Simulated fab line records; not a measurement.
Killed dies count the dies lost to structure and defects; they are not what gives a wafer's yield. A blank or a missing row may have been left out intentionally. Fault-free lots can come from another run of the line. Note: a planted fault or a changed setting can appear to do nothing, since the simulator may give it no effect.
Matching of chambers :: flow nandHarc :: NHARC_A_CHANNEL_FILL_D2_ALD_14 on aldHk-02: 4 sister chambers
The step deposits SiO2, target thk 2.5 nm, pulse time 10 s, ald cycles 25. 4 wafers are shown with their chamber, then 7 later ones without.

EACH WAFER AND ITS CHAMBER
wafer: L075.1
chamber: 2
heaterPowerW (W): 453

wafer: L090.3
chamber: 1
heaterPowerW (W): 488

wafer: L092.1
chamber: 3
heaterPowerW (W): 508

wafer: L092.2
chamber: 0
heaterPowerW (W): 531

WAFERS MISSING THEIR CHAMBER
wafer: L092.4
heaterPowerW (W): 457

wafer: L097.2
heaterPowerW (W): 505

wafer: L097.3
heaterPowerW (W): 535

wafer: L097.4
heaterPowerW (W): 527

wafer: L097.1
heaterPowerW (W): 457

wafer: L097.5
heaterPowerW (W): 450

wafer: L097.6
heaterPowerW (W): 490

WHICH CHAMBER EACH WENT THROUGH
wafer: L092.4
from the rows above: 2
in truth: 2

wafer: L097.2
from the rows above: 3
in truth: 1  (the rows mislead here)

wafer: L097.3
from the rows above: 0
in truth: 0

wafer: L097.4
from the rows above: 0
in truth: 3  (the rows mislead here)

wafer: L097.1
from the rows above: 2
in truth: 2

wafer: L097.5
from the rows above: 2
in truth: 2

wafer: L097.6
from the rows above: 1
in truth: 1
Correct placement for 5 of the 7. Not placeable from these rows: 0. Placed wrongly: 2.
How it was worked out, from the rows above alone: a wafer's distance from a chamber is the root of the sum, over the readings, of the square of ((its reading less the chamber's mean) divided by the reading's scatter). If the next closest chamber is less than 2 further off than the closest, the wafer can't be placed; otherwise it belongs to the closest. Each chamber's mean is taken over the wafers shown for it. The scatter (one wafer shown for each chamber): square how far every hidden wafer sits from the nearest shown wafer, average those squares and take the square root.
